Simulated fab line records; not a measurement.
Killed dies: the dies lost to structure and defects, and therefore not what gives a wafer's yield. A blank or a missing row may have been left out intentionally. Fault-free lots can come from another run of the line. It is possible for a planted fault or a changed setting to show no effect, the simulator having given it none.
Chamber matching / flow n5-finfet / N5_BEOL_M11_ILD_DEP_00 on pecvd-01: 3 sister chambers
The step deposits SiCOH lowk from DEMS/porogen, target thk 308.51 nm, time 58 s. 16 wafers are shown with their chamber, then 8 later ones without.

## WAFERS WITH THEIR CHAMBER
wafer=L968.3; chamber=2; throttle-valve-pct (%)=13.4; showerhead-plenum-p-Torr (Torr)=5.724; heater-power-w (W)=269
wafer=L968.4; chamber=2; throttle-valve-pct (%)=13.4; showerhead-plenum-p-Torr (Torr)=5.732; heater-power-w (W)=277
wafer=L968.5; chamber=0; throttle-valve-pct (%)=14.6; showerhead-plenum-p-Torr (Torr)=5.728; heater-power-w (W)=293
wafer=L966.2; chamber=2; throttle-valve-pct (%)=13.2; showerhead-plenum-p-Torr (Torr)=5.714; heater-power-w (W)=276
wafer=L966.3; chamber=0; throttle-valve-pct (%)=14.7; showerhead-plenum-p-Torr (Torr)=5.744; heater-power-w (W)=302
wafer=L966.4; chamber=2; throttle-valve-pct (%)=13.5; showerhead-plenum-p-Torr (Torr)=5.718; heater-power-w (W)=288
wafer=L969.3; chamber=0; throttle-valve-pct (%)=14.4; showerhead-plenum-p-Torr (Torr)=5.730; heater-power-w (W)=335
wafer=L969.4; chamber=2; throttle-valve-pct (%)=13.2; showerhead-plenum-p-Torr (Torr)=5.703; heater-power-w (W)=282
wafer=L969.5; chamber=0; throttle-valve-pct (%)=14.2; showerhead-plenum-p-Torr (Torr)=5.750; heater-power-w (W)=339
wafer=L972.2; chamber=1; throttle-valve-pct (%)=13.1; showerhead-plenum-p-Torr (Torr)=5.707; heater-power-w (W)=296
wafer=L972.4; chamber=1; throttle-valve-pct (%)=13.3; showerhead-plenum-p-Torr (Torr)=5.700; heater-power-w (W)=307
wafer=L972.6; chamber=1; throttle-valve-pct (%)=13.0; showerhead-plenum-p-Torr (Torr)=5.707; heater-power-w (W)=315
wafer=L974.1; chamber=0; throttle-valve-pct (%)=14.8; showerhead-plenum-p-Torr (Torr)=5.755; heater-power-w (W)=321
wafer=L974.4; chamber=1; throttle-valve-pct (%)=12.9; showerhead-plenum-p-Torr (Torr)=5.692; heater-power-w (W)=323
wafer=L974.6; chamber=0; throttle-valve-pct (%)=14.5; showerhead-plenum-p-Torr (Torr)=5.733; heater-power-w (W)=328
wafer=L978.2; chamber=2; throttle-valve-pct (%)=13.5; showerhead-plenum-p-Torr (Torr)=5.735; heater-power-w (W)=272

SIGNATURES (means of the wafers above)
reading=throttle-valve-pct; chamber 0=14.533; chamber 1=13.075; chamber 2=13.367; scatter within a chamber=0.178
reading=showerhead-plenum-p-Torr; chamber 0=5.74000; chamber 1=5.70150; chamber 2=5.72100; scatter within a chamber=0.0107
reading=heater-power-w; chamber 0=319.67; chamber 1=310.25; chamber 2=277.33; scatter within a chamber=13.4
Rule: for a wafer and a chamber, the distance is found by dividing, reading by reading, the gap between the wafer's reading and the chamber's mean by the reading's scatter, squaring, summing and taking the root. If the next closest chamber is less than 2 further off than the closest, the wafer can't be placed; otherwise it belongs to the closest. How the scatter is found: for the shown wafers, subtract from each reading the mean of its chamber, square and add these, divide the total by (wafers less chambers), then take the root.

## WAFERS WHOSE CHAMBER IS MISSING
wafer=L978.3; throttle-valve-pct (%)=12.8; showerhead-plenum-p-Torr (Torr)=5.697; heater-power-w (W)=329
wafer=L978.4; throttle-valve-pct (%)=13.0; showerhead-plenum-p-Torr (Torr)=5.707; heater-power-w (W)=339
wafer=L976.2; throttle-valve-pct (%)=14.6; showerhead-plenum-p-Torr (Torr)=5.743; heater-power-w (W)=314
wafer=L976.4; throttle-valve-pct (%)=13.0; showerhead-plenum-p-Torr (Torr)=5.701; heater-power-w (W)=334
wafer=L976.5; throttle-valve-pct (%)=14.8; showerhead-plenum-p-Torr (Torr)=5.735; heater-power-w (W)=322
wafer=L986.2; throttle-valve-pct (%)=13.6; showerhead-plenum-p-Torr (Torr)=5.716; heater-power-w (W)=261
wafer=L986.3; throttle-valve-pct (%)=13.0; showerhead-plenum-p-Torr (Torr)=5.706; heater-power-w (W)=342
wafer=L986.6; throttle-valve-pct (%)=14.7; showerhead-plenum-p-Torr (Torr)=5.742; heater-power-w (W)=334

## THE CHAMBER EACH PASSED THROUGH
wafer=L978.3; from the rows above=1; in truth=1
wafer=L978.4; from the rows above=1; in truth=1
wafer=L976.2; from the rows above=0; in truth=0
wafer=L976.4; from the rows above=1; in truth=1
wafer=L976.5; from the rows above=0; in truth=0
wafer=L986.2; from the rows above=2; in truth=2
wafer=L986.3; from the rows above=1; in truth=1
wafer=L986.6; from the rows above=0; in truth=0
Placed correctly: 8 of 8. Not placeable from these rows: 0. Wrongly placed: 0.
